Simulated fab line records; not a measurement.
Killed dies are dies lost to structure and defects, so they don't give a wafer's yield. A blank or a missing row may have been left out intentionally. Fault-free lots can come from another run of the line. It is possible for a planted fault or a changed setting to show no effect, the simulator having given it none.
Chamber matching || flow n5_finfet || 4 sister chambers for N5_BEOL_M2_ALD_98 on ald_sin-02
The step deposits SiO2, target thk 2.5 nm, pulse time 1 s, co reactant pulse time 1 s. 16 wafers are shown with their chamber, then 8 later ones without.

## WAFERS WITH THEIR CHAMBER
{"wafer": "L074.3", "chamber": 1, "heater_power_w (W)": 77, "precursor_pulse_height_rel": 0.978}
{"wafer": "L074.5", "chamber": 1, "heater_power_w (W)": 79, "precursor_pulse_height_rel": 1.024}
{"wafer": "L074.6", "chamber": 2, "heater_power_w (W)": 81, "precursor_pulse_height_rel": 1.022}
{"wafer": "L081.1", "chamber": 0, "heater_power_w (W)": 69, "precursor_pulse_height_rel": 0.984}
{"wafer": "L081.2", "chamber": 2, "heater_power_w (W)": 81, "precursor_pulse_height_rel": 0.983}
{"wafer": "L081.5", "chamber": 0, "heater_power_w (W)": 66, "precursor_pulse_height_rel": 0.997}
{"wafer": "L082.3", "chamber": 1, "heater_power_w (W)": 79, "precursor_pulse_height_rel": 0.972}
{"wafer": "L082.4", "chamber": 2, "heater_power_w (W)": 82, "precursor_pulse_height_rel": 1.014}
{"wafer": "L082.6", "chamber": 1, "heater_power_w (W)": 79, "precursor_pulse_height_rel": 1.013}
{"wafer": "L083.2", "chamber": 2, "heater_power_w (W)": 84, "precursor_pulse_height_rel": 0.994}
{"wafer": "L083.4", "chamber": 0, "heater_power_w (W)": 67, "precursor_pulse_height_rel": 0.992}
{"wafer": "L083.6", "chamber": 1, "heater_power_w (W)": 77, "precursor_pulse_height_rel": 1.000}
{"wafer": "L089.1", "chamber": 1, "heater_power_w (W)": 78, "precursor_pulse_height_rel": 1.043}
{"wafer": "L089.5", "chamber": 1, "heater_power_w (W)": 79, "precursor_pulse_height_rel": 0.993}
{"wafer": "L089.6", "chamber": 0, "heater_power_w (W)": 68, "precursor_pulse_height_rel": 0.995}
{"wafer": "L090.3", "chamber": 3, "heater_power_w (W)": 80, "precursor_pulse_height_rel": 0.931}

SIGNATURES (averages over the wafers above)
{"reading": "heater_power_w", "chamber 0": 67.50, "chamber 1": 78.29, "chamber 2": 82.00, "chamber 3": 80.00, "scatter within a chamber": 1.17}
{"reading": "precursor_pulse_height_rel", "chamber 0": 0.99200, "chamber 1": 1.00329, "chamber 2": 1.00325, "chamber 3": 0.93100, "scatter within a chamber": 0.0202}
Rule: distance of a wafer from a chamber = root of the sum over the readings of ((wafer's reading minus chamber's mean) / reading's scatter) squared. If the next closest chamber is less than 2 further off than the closest, the wafer can't be placed; otherwise it belongs to the closest. How the scatter is found: for the shown wafers, subtract from each reading the mean of its chamber, square and add these, divide the total by (wafers less chambers), then take the root.

## WAFERS WITHOUT THEIR CHAMBER
{"wafer": "L090.4", "heater_power_w (W)": 78, "precursor_pulse_height_rel": 1.035}
{"wafer": "L090.6", "heater_power_w (W)": 66, "precursor_pulse_height_rel": 0.973}
{"wafer": "L091.1", "heater_power_w (W)": 81, "precursor_pulse_height_rel": 0.989}
{"wafer": "L091.5", "heater_power_w (W)": 80, "precursor_pulse_height_rel": 0.985}
{"wafer": "L091.6", "heater_power_w (W)": 79, "precursor_pulse_height_rel": 1.030}
{"wafer": "L094.2", "heater_power_w (W)": 81, "precursor_pulse_height_rel": 0.980}
{"wafer": "L094.4", "heater_power_w (W)": 69, "precursor_pulse_height_rel": 1.004}
{"wafer": "L094.5", "heater_power_w (W)": 80, "precursor_pulse_height_rel": 0.974}

## CHAMBER TAKEN BY EACH
{"wafer": "L090.4", "from the rows above": 1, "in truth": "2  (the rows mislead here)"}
{"wafer": "L090.6", "from the rows above": 0, "in truth": 0}
{"wafer": "L091.1", "from the rows above": "can't be placed: 2 or 1 or 3", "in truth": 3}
{"wafer": "L091.5", "from the rows above": "can't be placed: 1 or 2 or 3", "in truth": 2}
{"wafer": "L091.6", "from the rows above": "can't be placed: 1 or 2", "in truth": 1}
{"wafer": "L094.2", "from the rows above": "can't be placed: 2 or 3 or 1", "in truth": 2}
{"wafer": "L094.4", "from the rows above": 0, "in truth": 0}
{"wafer": "L094.5", "from the rows above": "can't be placed: 1 or 3 or 2", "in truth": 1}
Correct placement for 2 of the 8. Can't be placed from these rows: 5 (the true chamber is among the candidates in 5). 1 placed wrongly.
